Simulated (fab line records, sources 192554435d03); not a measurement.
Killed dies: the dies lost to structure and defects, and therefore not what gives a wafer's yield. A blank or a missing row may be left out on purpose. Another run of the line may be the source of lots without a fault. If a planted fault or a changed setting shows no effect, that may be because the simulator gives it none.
fab line records | flow n5-finfet | part 1 of 2: steps 1 to 3 of 6
record: lots: 23 wafers: 69 last-day: 18
route steps=1938 shown MOL_CONTACT_COAG@543 BEOL_M0_SAQP@632
lots with no fault: from the same line, run without faults
start-h: the number of hours between the record's first day and the start of the first shown wafer of the lot | wait-h: how many hours have passed since the lot's step before this one | " unchanged from the row above | L1.1+2: a single row standing in for several wafers | - value missing, or start not given | * or withheld: withheld | < > ~ a bound
route shown NAME@n: NAME is a module with steps in the file, n the number in the route of the first one | usual: mean and standard deviation over wafers with no fault | same: alike in all rows | chamber/n: place in a boat | sites: readings site by site | _std_site: standard deviation across them | _edge_site: outer sites' mean less inner sites' | radius-mm: how far each site lies from the wafer's centre | mask NAME#n: copy n | behind: the tool/chamber that last shaped the wafer | hold: why the lot went on hold/how many hours it stayed there/how the hold came to an end | device: the n, p or np transistor that did not switch | end of line: the tests these same wafers got at the end of their route | a step given without rows: its recipe and nothing more | killed: count of dies lost to structure and defects at first sort (not the wafer's yield) | map: the dies of a wafer, with x for killed, . for not killed, _ for no die there
set.NAME: the setting that was run; set.NAME@STEP: the one run at that earlier step | model.NAME: the simulator's own value behind a step, which no gauge read
one table for each step of the route and one row for each wafer, over a sample of lots
services: when a tool's chamber went out of use (start-h, in hours from the record's first day, below 0 if earlier), for how many hours, and the reason
== steps ==
step: N5_MOL_CONTACT_COAG_TI_SIL_19
recipe: material: Ti target-thk-a: 42 temp-c: 200 chamber-pressure-pa: 5 power-w: 5000 time-s: 15
usual: cathode-dc-power-W: 5000.0/0.96 throttle-valve-pct: 30.0/0.98
columns lot.wafer tool chamber start-h wait-h cathode-dc-power-W throttle-valve-pct
L074.2 pvd-sputter-02 - 88.99 0.1 4999.7 29.3
L074.3 " - " " 5001.4 28.9
L074.5 " - " " 5000.0 29.3
L076.1 pvd-sputter-02 - 102.45 0.2 4998.3 29.6
L076.3 " - " " 5001.6 29.5
L076.5 " - " " 5000.1 29.1
L077.2 pvd-sputter-03 - 107.63 0.2 5001.0 29.3
L077.5 " - " " 5001.6 32.1
L077.6 " - " " 5000.6 30.2
L078.3 pvd-sputter-01 - 117.87 0.2 5001.1 29.9
L078.5 " - " " 5000.0 30.2
L078.6 " - " " 4996.7 30.7
L079.2 pvd-sputter-02 - 118.88 0.2 4999.8 29.4
L079.5 " - " " 4999.6 29.4
L079.6 " - " " 4999.5 29.3
L080.2 pvd-sputter-01 - 130.95 0.3 5002.0 31.6
L080.3 " - " " 4998.2 30.0
L080.6 " - " " 5000.2 29.8
L081.1 pvd-sputter-03 - 133.47 0.2 4999.1 30.1
L081.4 " - " " 4999.7 32.1
L081.6 " - " " 4999.1 30.0
L082.1 pvd-sputter-01 - 139.23 0.2 5001.1 31.6
L082.2 " - " " 5001.5 31.0
L082.5 " - " " 5001.0 31.8
L083.2 pvd-sputter-02 - 146.70 0.2 5000.8 29.2
L083.5 " - " " 4999.1 29.5
L083.6 " - " " 4999.6 29.3
L084.1 pvd-sputter-02 - 155.23 0.6 4999.4 29.4
L084.5 " - " " 5000.8 28.8
L084.6 " - " " 5000.1 29.3
L085.2 pvd-sputter-01 - 156.48 0.2 5000.1 31.5
L085.3 " - " " 4999.6 30.7
L085.5 " - " " 4999.8 31.7
L086.1 pvd-sputter-01 - 164.31 0.2 5000.4 30.8
L086.5 " - " " 4999.1 30.7
L086.6 " - " " 4999.9 31.5
L087.2 pvd-sputter-01 - 174.59 0.2 5002.4 30.9
L087.3 " - " " 4999.2 29.7
L087.5 " - " " 4997.7 31.7
L088.1 pvd-sputter-01 - 176.24 0.2 4999.2 30.9
L088.3 " - " " 5001.6 31.9
L088.5 " - " " 5000.1 30.3
L089.1 pvd-sputter-01 - 181.67 0.2 4998.1 30.8
L089.2 " - " " 4999.4 30.6
L089.5 " - " " 4999.6 30.7
L091.1 pvd-sputter-02 - 194.22 0.2 4999.6 29.3
L091.2 " - " " 4999.8 29.1
L091.5 " - " " 5000.6 28.7
L090.1 pvd-sputter-02 - 194.32 0.3 4999.7 28.6
L090.3 " - " " 5000.3 29.4
L090.4 " - " " 5000.1 29.1
L092.1 pvd-sputter-02 - 203.43 0.2 5001.0 29.5
L092.2 " - " " 4999.5 28.6
L092.3 " - " " 5000.5 29.3
L093.1 pvd-sputter-01 - 207.13 0.2 4999.3 30.7
L093.4 " - " " 5000.5 31.0
L093.5 " - " " 4999.9 30.0
L094.2 pvd-sputter-01 - 212.55 0.6 5000.8 31.1
L094.4 " - " " 4999.9 31.7
L094.5 " - " " 5001.8 31.1
L095.2 pvd-sputter-02 - 219.70 0.2 5000.4 28.7
L095.3 " - " " 5001.1 29.4
L095.4 " - " " 5000.8 29.3
L096.2 pvd-sputter-02 - 228.17 2.2 5000.0 29.3
L096.3 " - " " 5000.5 28.8
L096.6 " - " " 5000.0 29.1
L097.1 pvd-sputter-02 - 231.75 0.3 4999.4 29.5
L097.5 " - " " 4999.9 28.7
L097.6 " - " " 4998.7 29.4
step: N5_MOL_CONTACT_COAG_ANNEAL_113
recipe: temp-c: 400 time-s: 300 ambient: H2/N2
usual: lamp-power-pct: 2.32/0.21 wafer_temp_C_max: 402.1/1.2
columns lot.wafer tool chamber start-h wait-h lamp-power-pct wafer_temp_C_max
L074.2 rtp-anneal-01 0 90.65 0.5 2.52 403.4
L074.3 " 0 " " 2.52 403.4
L074.5 " 0 " " 2.52 404.2
L076.1 rtp-anneal-01 0 104.08 0.3 2.52 404.4
L076.3 " 0 " " 2.52 402.8
L076.5 " 0 " " 2.52 402.6
L077.2 rtp-anneal-01 0 109.37 0.5 2.52 403.5
L077.5 " 0 " " 2.52 403.6
L077.6 " 0 " " 2.52 403.5
L078.3 rtp-anneal-02 0 119.95 0.7 2.09 400.9
L078.5 " 0 " " 2.09 400.8
L078.6 " 0 " " 2.09 400.6
L079.2 rtp-anneal-01 0 121.04 0.8 2.52 403.6
L079.5 " 0 " " 2.52 402.8
L079.6 " 0 " " 2.52 403.1
L080.2 rtp-anneal-02 0 133.61 0.6 2.10 400.6
L080.3 " 0 " " 2.09 400.6
L080.6 " 0 " " 2.09 401.0
L081.1 rtp-anneal-02 0 137.62 0.7 2.10 401.5
L081.4 " 0 " " 2.09 400.9
L081.6 " 0 " " 2.10 400.6
L082.1 rtp-anneal-01 0 140.74 0.3 2.52 402.8
L082.2 " 0 " " 2.52 402.1
L082.5 " 0 " " 2.52 403.0
L083.2 rtp-anneal-01 0 150.14 0.7 2.52 403.4
L083.5 " 0 " " 2.52 403.7
L083.6 " 0 " " 2.52 402.8
L084.1 rtp-anneal-01 0 157.46 0.3 2.52 403.8
L084.5 " 0 " " 2.52 403.3
L084.6 " 0 " " 2.52 403.4
L085.2 rtp-anneal-01 0 162.12 0.5 2.52 402.7
L085.3 " 0 " " 2.52 402.5
L085.5 " 0 " " 2.52 402.8
L086.1 rtp-anneal-02 0 168.79 0.3 2.09 401.2
L086.5 " 0 " " 2.09 401.0
L086.6 " 0 " " 2.09 401.5
L087.2 rtp-anneal-02 0 176.80 0.5 2.09 401.2
L087.3 " 0 " " 2.09 400.9
L087.5 " 0 " " 2.09 400.4
L088.1 rtp-anneal-01 0 179.55 0.3 2.52 404.1
L088.3 " 0 " " 2.52 402.6
L088.5 " 0 " " 2.52 403.0
L089.1 rtp-anneal-02 0 183.59 0.3 2.09 400.9
L089.2 " 0 " " 2.09 400.8
L089.5 " 0 " " 2.09 400.5
L091.1 rtp-anneal-02 0 197.10 0.3 2.09 400.6
L091.2 " 0 " " 2.09 401.2
L091.5 " 0 " " 2.09 400.9
L090.1 rtp-anneal-01 0 197.68 0.8 2.52 403.8
L090.3 " 0 " " 2.52 403.1
L090.4 " 0 " " 2.52 402.7
L092.1 rtp-anneal-02 0 205.27 0.4 2.09 401.0
L092.2 " 0 " " 2.09 401.4
L092.3 " 0 " " 2.09 400.9
L093.1 rtp-anneal-01 0 209.16 0.5 2.52 403.0
L093.4 " 0 " " 2.52 402.4
L093.5 " 0 " " 2.52 402.9
L094.2 rtp-anneal-01 0 214.63 0.5 2.52 403.7
L094.4 " 0 " " 2.52 402.5
L094.5 " 0 " " 2.52 403.7
L095.2 rtp-anneal-02 0 222.27 0.5 2.09 400.9
L095.3 " 0 " " 2.09 401.0
L095.4 " 0 " " 2.09 400.9
L096.2 rtp-anneal-02 0 230.39 0.5 2.09 401.2
L096.3 " 0 " " 2.10 401.1
L096.6 " 0 " " 2.10 400.8
L097.1 rtp-anneal-02 0 234.25 0.6 2.09 401.2
L097.5 " 0 " " 2.09 400.6
L097.6 " 0 " " 2.09 400.6
step: N5_MOL_CONTACT_COAG_ETCH_89
recipe: chemistry: N2/H2 target: underlayer target-depth-a: 130 mask-material: CAR-EUV time-s: 10.4 ion-energy-ev: 200 pressure-mtorr: 30 source-w: 840 bias-w: 150 n2-flow-sccm: 200 h2-flow-sccm: 200 ends: cleared
usual: chamber-pressure-mTorr: 30.002/0.028 drypump-motor-current-A: 5.7/0.54 etch-rf-on-time-s: 10.45/0.22 oes-product-au: 0.68/0.091 rf-vpp-V: 523.1/2.7 showerhead-plenum-p-Torr: 2.51/0.092 throttle-valve-pct: 17.84/0.21
columns lot.wafer tool chamber start-h wait-h chamber-pressure-mTorr drypump-motor-current-A etch-rf-on-time-s oes-product-au rf-hours-counter-h rf-vpp-V showerhead-plenum-p-Torr throttle-valve-pct
L074.2 rie-diel-06 2 96.81 0.0 30.022 5.5 10.53 0.76 27 524.2 2.60 17.97
L074.3 " 1 " " 29.968 4.9 10.47 0.71 86 523.5 2.57 17.55
L074.5 " 3 " " 30.010 5.3 10.36 0.59 - 522.5 2.51 17.79
L076.1 rie-diel-01 0 110.15 0.0 30.013 6.0 10.62 0.69 90 524.5 2.56 17.71
L076.3 " 3 " " 29.999 6.1 10.20 0.59 246 522.7 2.50 18.16
L076.5 " 0 " " 29.978 6.0 10.73 0.68 - 523.5 2.56 17.72
L077.2 rie-diel-01 1 116.27 0.0 29.954 6.7 10.61 0.59 237 522.4 2.50 18.26
L077.5 " 1 " " 30.005 6.7 10.54 0.60 - 523.1 2.50 18.26
L077.6 " 2 " " 30.015 5.1 10.43 0.60 - 522.9 2.51 17.86
L078.3 rie-diel-02 1 125.96 0.0 29.992 5.3 11.01 0.58 214 518.2 2.40 17.83
L078.5 " 0 " " 29.980 5.6 10.32 0.64 - 520.6 2.43 17.99
L078.6 " 3 " " 30.007 6.6 10.45 0.60 - 520.9 2.44 17.83
L079.2 rie-diel-01 0 126.67 0.0 29.967 6.0 10.75 0.68 100 523.5 2.55 17.73
L079.5 " 2 " " 29.994 5.1 10.26 0.60 - 524.6 2.50 17.87
L079.6 " 0 " " 29.984 6.0 10.75 0.68 - 526.6 2.55 17.73
L080.2 rie-diel-01 0 140.93 0.0 30.008 6.0 10.67 0.68 107 524.3 2.55 17.74
L080.3 " 1 " " 29.959 6.7 10.36 0.59 250 522.2 2.50 18.29
L080.6 " 1 " " 29.997 6.7 10.42 0.60 - 523.4 2.50 18.28
L081.1 rie-diel-01 3 143.59 0.0 30.080 6.1 10.20 0.84 1 523.7 2.50 17.72
L081.4 " 2 " " 30.017 5.1 10.27 0.59 - 525.5 2.50 17.89
L081.6 " 3 " " 29.995 6.1 10.12 0.83 - 522.1 2.50 17.71
L082.1 rie-diel-06 2 148.17 0.0 30.019 5.5 10.40 0.74 50 525.5 2.59 18.02
L082.2 " 1 " " 29.994 4.9 10.37 0.69 113 526.4 2.55 17.59
L082.5 " 1 " " 30.023 4.9 10.43 0.69 - 522.9 2.55 17.58
L083.2 rie-diel-02 0 155.88 0.0 30.028 5.6 10.32 0.63 179 519.7 2.43 18.01
L083.5 " 0 " " 30.049 5.6 10.28 0.63 - 522.5 2.43 18.03
L083.6 " 1 " " 30.038 5.4 10.89 0.56 - 519.9 2.39 17.84
L084.1 rie-diel-06 3 165.48 0.0 30.008 5.3 10.18 0.80 12 520.6 2.50 17.46
L084.5 " 1 " " 29.991 4.9 10.48 0.69 - 524.3 2.55 17.59
L084.6 " 2 " " 30.033 5.5 10.57 0.72 - 523.7 2.58 18.02
L085.2 rie-diel-02 2 169.11 0.0 30.018 5.4 10.61 0.83 4 528.9 2.72 17.72
L085.3 " 1 " " 30.026 5.3 10.86 0.57 234 519.4 2.39 17.86
L085.5 " 3 " " 29.974 6.5 10.31 0.59 - 520.6 2.44 17.86
L086.1 rie-diel-02 3 176.19 0.0 29.989 6.6 10.37 0.59 208 521.6 2.44 17.87
L086.5 " 1 " " 29.976 5.4 10.93 0.56 - 520.6 2.39 17.85
L086.6 " 0 " " 29.981 5.6 10.37 0.62 - 519.7 2.42 18.02
L087.2 rie-diel-06 0 185.88 0.0 29.974 5.6 10.31 0.82 7 529.0 2.72 17.76
L087.3 " 3 " " 30.000 5.3 9.93 0.80 18 522.9 2.49 17.46
L087.5 " 0 " " 30.029 5.5 10.21 0.83 - 526.9 2.72 17.76
L088.1 rie-diel-06 2 188.52 0.0 29.978 5.5 10.32 0.73 63 525.3 2.58 18.03
L088.3 " 0 " " 30.020 5.5 10.33 0.82 8 528.1 2.72 17.75
L088.5 " 2 " " 30.030 5.5 10.43 0.72 - 525.5 2.58 18.04
L089.1 rie-diel-01 2 192.04 0.0 29.968 5.2 10.33 0.84 4 523.4 2.49 17.36
L089.2 " 1 " " 29.953 6.7 10.25 0.81 10 524.0 2.49 17.86
L089.5 " 2 " " 30.048 5.2 10.30 0.84 - 523.8 2.49 17.36
L091.1 rie-diel-06 1 203.86 0.0 30.000 4.9 10.51 0.67 130 522.1 2.55 17.62
L091.2 " 3 " " 29.991 5.3 9.99 0.78 25 520.9 2.49 17.47
L091.5 " 2 " " 29.973 5.5 10.44 0.71 - 524.3 2.58 18.05
L090.1 rie-diel-02 3 204.08 0.0 30.024 6.5 10.29 0.59 217 519.8 2.43 17.86
L090.3 " 2 " " 29.999 5.4 10.45 0.79 15 528.7 2.72 17.73
L090.4 " 0 " " 29.953 5.6 10.28 0.62 194 520.1 2.42 18.06
L092.1 rie-diel-02 3 211.62 0.0 29.999 6.5 10.49 0.58 220 520.5 2.43 17.87
L092.2 " 1 " " 30.015 5.4 11.01 0.56 246 519.8 2.38 17.88
L092.3 " 2 " " 30.043 5.4 10.48 0.79 18 528.3 2.72 17.76
L093.1 rie-diel-02 3 217.46 0.0 30.047 6.5 10.51 0.58 223 521.6 2.43 17.90
L093.4 " 0 " " 30.002 5.6 10.48 0.60 200 520.0 2.42 18.05
L093.5 " 3 " " 30.027 6.5 10.56 0.58 - 519.5 2.43 17.89
L094.2 rie-diel-01 1 220.72 0.0 29.962 6.7 10.19 0.78 20 523.1 2.49 17.88
L094.4 " 2 " " 30.029 5.2 10.12 0.82 14 523.8 2.49 17.39
L094.5 " 2 " " 30.001 5.2 10.23 0.81 - 520.7 2.49 17.38
L095.2 rie-diel-02 0 227.64 0.0 29.966 5.6 10.59 0.61 203 522.0 2.42 18.07
L095.3 " 3 " " 29.986 6.5 10.55 0.58 226 520.0 2.43 17.87
L095.4 " 3 " " 30.025 6.5 10.68 0.57 - 519.9 2.43 17.91
L096.2 rie-diel-02 2 238.06 0.0 30.052 5.4 10.61 0.77 29 528.5 2.71 17.75
L096.3 " 3 " " 30.010 6.6 10.43 0.58 231 519.5 2.43 17.90
L096.6 " 3 " " 30.006 6.6 10.41 0.58 - 518.9 2.43 17.90
L097.1 rie-diel-01 0 243.58 0.0 29.966 6.0 11.04 0.63 142 523.0 2.54 17.79
L097.5 " 1 " " 29.962 6.8 10.28 0.77 - 521.1 2.49 17.86
L097.6 " 2 " " 29.973 5.1 10.33 0.78 - 521.8 2.49 17.40
